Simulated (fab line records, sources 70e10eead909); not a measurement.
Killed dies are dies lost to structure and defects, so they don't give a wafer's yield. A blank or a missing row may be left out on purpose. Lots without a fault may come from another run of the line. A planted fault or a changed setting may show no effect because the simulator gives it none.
fab line records | flow nand_harc | part 2 of 2: steps 20 to 28 of 28
record lots=5 wafers=15 last_day=31
route steps=1302 shown A_CONTACT@1002
lots that met no fault: from a run of the same line without faults
start_h: hours from the record's first day to the start of the lot's first wafer shown | wait_h: hours since the lot's step before | " the same as in the row above | L1.1+2: a row that stands for several wafers | - no value, or no start given | * or withheld: withheld | < > ~ a bound
route shown NAME@n: a module of which the file shows steps, and the number in the route of the first | usual: mean/standard deviation of fault-free wafers | same: alike in all rows | chamber/n: place in a boat | sites: the reading at each site | _std_site: their standard deviation | _edge_site: outer sites' mean less inner sites' | radius_mm: how far each site lies from the wafer's centre | mask NAME#n: copy n | behind: the tool/chamber that last shaped the wafer | hold: why the lot was held/for how many hours/how that ended | device: the transistor (n, p or np) that didn't switch | end of line: the same wafers' tests at the end of the route | a step without rows: its recipe alone | killed: dies lost to structure and defects at the first sort, not the wafer's yield | map: a wafer's dies, x killed, . not, _ none there
set.NAME: the setting as run; set.NAME@STEP: as run at that earlier step | model.NAME: the simulator's own value behind a step, which no gauge read
lots at some steps of the route; a table a step, a row a wafer
services: from which hour (start_h, from the record's first day; less than 0 if before it) a tool's chamber was out of use, for how many hours, and why
## steps
# step NHARC_A_CONTACT_STRIP_99
# recipe n2_flow_sccm=150 h2_flow_sccm=150 ar_flow_sccm=0 bias_w=0 chemistry=N2/H2
# columns lot.wafer tool chamber start_h wait_h
L077.1+2+4 rie_diel-07 2,0,2 537.68 0.1
L082.2+5+6 rie_diel-03 0,2,3 571.99 0.1
L083.4+1+3 rie_diel-07 1,2,3 585.68 0.1
L087.4+1+5 rie_diel-11 0,1,2 629.69 0.1
L092.3+2+6 rie_diel-03 2,3,1 677.16 0.1
# step NHARC_A_CONTACT_STRIP_100
# recipe cf4_flow_sccm=100 chf3_flow_sccm=30 ar_flow_sccm=0 bias_w=0 chemistry=CF4/CHF3
# columns lot.wafer tool chamber start_h wait_h
L077.1+2+4 rie_diel-07 2,0,3 537.80 0.1
L082.2+6+5 rie_diel-03 0,2,3 572.07 0.1
L083.1+4+3 rie_diel-07 0,1,3 585.78 0.1
L087.4+1+5 rie_diel-11 0,1,2 629.77 0.1
L092.3+2+6 rie_diel-03 1,2,0 677.42 0.2
# step NHARC_A_CONTACT_STRIP_101
# recipe o2_flow_sccm=400 cos_flow_sccm=20 ar_flow_sccm=0 bias_w=0 chemistry=O2/COS
# columns lot.wafer tool chamber start_h wait_h
L077.1+2+4 rie_diel-07 3,2,0 537.86 0.1
L082.2+6+5 rie_diel-03 2,1,2 572.13 0.1
L083.3+4+1 rie_diel-07 1,2,3 585.84 0.0
L087.4+1+5 rie_diel-11 0,1,3 629.87 0.1
L092.3+2+6 rie_diel-03 1,2,0 677.48 0.1
# step NHARC_A_CONTACT_ETCH_102
# recipe target_depth_a=1000 overetch_a=100 time_s=55 ion_energy_ev=100 cf4_flow_sccm=80 o2_flow_sccm=20 ar_flow_sccm=0 rf_w=300 bias_w=100 chemistry=CF4/O2
# usual drypump_motor_current_A=5.6/0.32 oes_f_703_au=1.000/0.0049 oes_product_au=1.001/0.013 rf_vpp_V=197.1/1.4 showerhead_plenum_p_Torr=1.30/0.061 throttle_valve_pct=13.397/0.0091
# same time_s=55
# columns lot.wafer tool chamber start_h wait_h drypump_motor_current_A oes_f_703_au oes_product_au rf_hours_counter_h rf_vpp_V showerhead_plenum_p_Torr throttle_valve_pct
L077.1 rie_diel-07 3 537.94 0.1 5.4 0.993 0.992 8 195.7 1.27 13.396
L077.2 " 0 " " 5.8 1.004 1.021 8 195.9 1.25 13.398
L077.4 " 2 " " 5.6 1.012 1.013 - 196.1 1.28 13.401
L082.2 rie_diel-03 1 572.19 0.1 5.1 1.001 1.017 33 197.4 1.26 13.401
L082.5 " 0 " " 5.9 0.998 1.001 - 196.3 1.27 13.395
L082.6 " 1 " " 5.1 1.002 1.013 - 196.4 1.26 13.399
L083.3 rie_diel-07 0 585.90 0.1 5.8 0.996 1.009 16 195.7 1.24 13.396
L083.4 " 2 " " 5.7 0.998 1.030 19 195.8 1.28 13.380
L083.1 " 3 " " 5.4 0.999 1.002 17 197.7 1.27 13.375
L087.4 rie_diel-11 0 629.92 0.1 6.1 1.009 1.005 2 200.9 1.43 13.392
L087.1 " 2 " " 6.1 0.999 1.001 3 195.8 1.30 13.393
L087.5 " 0 " " 6.1 1.009 1.012 - 199.8 1.43 13.384
L092.2 rie_diel-03 1 677.53 0.1 5.1 0.999 0.989 11 195.0 1.25 13.413
L092.3 " 3 " " 5.9 0.999 0.970 10 195.8 1.24 13.407
L092.6 " 1 " " 5.1 1.007 0.987 - 198.0 1.25 13.401
# step NHARC_A_CONTACT_STRIP_55
# recipe o2_flow_sccm=500 ar_flow_sccm=0 bias_w=0 chemistry=O2
# usual drypump_motor_current_A=5.7/0.32 oes_product_au=1.003/0.012 rf_vpp_V=57.6/0.94 showerhead_plenum_p_Torr=3.43/0.15 throttle_valve_pct=17.035/0.0096
# columns lot.wafer tool chamber start_h wait_h drypump_motor_current_A oes_product_au rf_hours_counter_h rf_vpp_V showerhead_plenum_p_Torr throttle_valve_pct
L077.1 rie_diel-07 0 - - 5.8 1.016 8 55.5 3.30 17.051
L077.2 " 2 " " 5.7 1.010 10 58.5 3.39 17.044
L077.4 " 0 " " 5.8 1.020 - 57.4 3.30 17.038
L082.2 rie_diel-03 3 - - 5.9 1.001 38 57.3 3.31 17.040
L082.5 " 0 " " 5.9 0.999 - 57.4 3.37 17.027
L082.6 " 1 " " 5.1 1.019 - 59.2 3.34 17.024
L083.3 rie_diel-07 2 - - 5.7 1.014 19 57.8 3.38 17.025
L083.4 " 3 " " 5.4 1.004 17 57.1 3.36 17.032
L083.1 " 0 " " 5.8 1.013 16 56.4 3.30 17.027
L087.1 rie_diel-11 2 - - 6.1 1.009 3 57.3 3.43 17.027
L087.4 " 3 " " 5.1 1.004 2 56.4 3.35 17.044
L087.5 " 3 " " 5.1 1.001 - 57.3 3.35 17.043
L092.3 rie_diel-03 0 - - 5.9 1.010 11 58.4 3.36 17.013
L092.2 " 2 " " 5.9 0.989 10 58.6 3.55 17.045
L092.6 " 1 " " 5.1 1.010 - 57.4 3.32 17.061
# step NHARC_A_CONTACT_STRIP_56
# recipe time_s=600 temp_c=30 chemistry=post_etch_residue_remover
# usual bath_heat_duty_pct=13.4/1.7
# same time_s=600
# columns lot.wafer tool chamber start_h wait_h bath_heat_duty_pct
L077.1 wet_bench-06 5 538.40 - 14.4
L077.2 " 7 " " 13.2
L077.4 " 0 " " 12.9
L082.5 wet_bench-06 0 572.59 - 12.2
L082.6 " 2 " " 11.9
L082.2 " 3 " " 11.0
L083.1 wet_bench-03 7 586.30 - 11.2
L083.3 " 0 " " 18.9
L083.4 " 3 " " 13.7
L087.4 wet_bench-03 7 630.33 - 11.5
L087.5 " 0 " " 17.4
L087.1 " 2 " " 12.8
L092.3 wet_bench-05 4 677.94 - 13.8
L092.6 " 6 " " 11.9
L092.2 " 7 " " 11.6
# step NHARC_A_CONTACT_DEP_57
# recipe target_thk_a=53000 temp_c=400 material=aC
# usual throttle_valve_pct=35.001/0.0099
# columns lot.wafer tool chamber start_h wait_h throttle_valve_pct
L077.1 acl_dep-01 0 539.73 - 35.015
L077.2 " 0 " " 35.009
L077.4 " 0 541.33 - 35.012
L082.2 acl_dep-01 0 575.32 - 34.998
L082.5 " 0 576.95 - 34.992
L082.6 " 0 " " 34.998
L083.1 acl_dep-03 0 588.25 - 35.000
L083.3 " 0 589.33 - 34.985
L083.4 " 0 " " 34.980
L087.1 acl_dep-01 0 630.60 - 35.012
L087.4 " 0 632.20 - 35.003
L087.5 " 0 " " 34.998
L092.2 acl_dep-01 0 679.08 - 35.005
L092.3 " 0 " " 34.991
L092.6 " 0 681.26 - 34.997
# step NHARC_A_CONTACT_DEP_58
# recipe target_thk_a=900 target_thk_nm=90 temp_c=400 pressure_torr=3.5 flow_sccm=200 rf_w=350 material=SiON
# usual chamber_pressure_Torr=3.501/0.0074 heater_power_w=778/98
# columns lot.wafer tool chamber start_h wait_h chamber_pressure_Torr heater_power_w
L077.2 pecvd-04 0 542.95 2.2 3.489 719
L077.1 " 1 " " 3.495 848
L077.4 " 0 " " 3.502 710
L082.2 pecvd-03 0 578.09 2.2 3.495 778
L082.5 " 2 " " 3.512 659
L082.6 " 1 " " 3.503 903
L083.1 pecvd-03 0 591.52 2.7 3.498 668
L083.3 " 2 " " 3.494 717
L083.4 " 1 " " 3.505 877
L087.1 pecvd-01 2 633.82 2.7 3.499 747
L087.4 " 2 " " 3.513 733
L087.5 " 2 " " 3.500 759
L092.3 pecvd-03 2 681.94 1.8 3.497 648
L092.2 " 0 " " 3.504 690
L092.6 " 1 " " 3.508 908
# step NHARC_A_CONTACT_DEHYDRATE_59
# recipe temp_c=150 time_s=120
# usual heater_power_total_W=182.7/1.2
# same time_s=120
# columns lot.wafer tool chamber start_h wait_h heater_power_total_W
L077.1 litho_track-06 0 543.23 0.2 180.9
L077.2 " 0 " " 182.9
L077.4 " 0 " " 183.0
L082.2 litho_track-01 0 578.34 0.2 181.0
L082.5 " 0 " " 180.4
L082.6 " 0 " " 181.8
L083.1 litho_track-01 0 591.80 0.2 183.5
L083.3 " 0 " " 184.9
L083.4 " 0 " " 184.2
L087.1 litho_track-06 0 634.18 0.3 181.0
L087.4 " 0 " " 180.8
L087.5 " 0 " " 181.0
L092.2 litho_track-04 0 682.19 0.2 182.9
L092.3 " 0 " " 183.6
L092.6 " 0 " " 184.7
## services
# columns tool chamber start_h hours kind
litho_track-06 - 529.00 7.0 pm
rie_diel-07 0 529.38 - clean
rie_diel-07 1 529.38 - clean
rie_diel-07 2 529.38 - clean
rie_diel-07 3 529.38 - clean
pecvd-01 0 530.25 177.2 repair
rie_diel-07 1 535.80 6.2 repair
wet_bench-06 - 545.62 8.0 pm
pecvd-03 - 547.09 13.0 pm
acl_dep-01 - 552.27 13.0 pm
litho_track-04 - 553.00 7.0 pm
rie_diel-07 1 556.54 21.6 repair
wet_bench-03 - 562.48 8.0 pm
rie_diel-07 - 586.78 0.6 repair
rie_diel-11 - 611.04 9.0 pm
wet_bench-05 - 612.80 8.0 pm
pecvd-01 - 613.27 0.8 repair
rie_diel-03 0 630.78 15.7 repair
rie_diel-03 3 630.90 7.0 repair
pecvd-04 - 631.14 13.0 pm
rie_diel-03 - 637.33 9.0 pm
acl_dep-03 - 661.46 13.0 pm
pecvd-01 - 673.46 13.0 pm
litho_track-01 - 680.00 7.0 pm
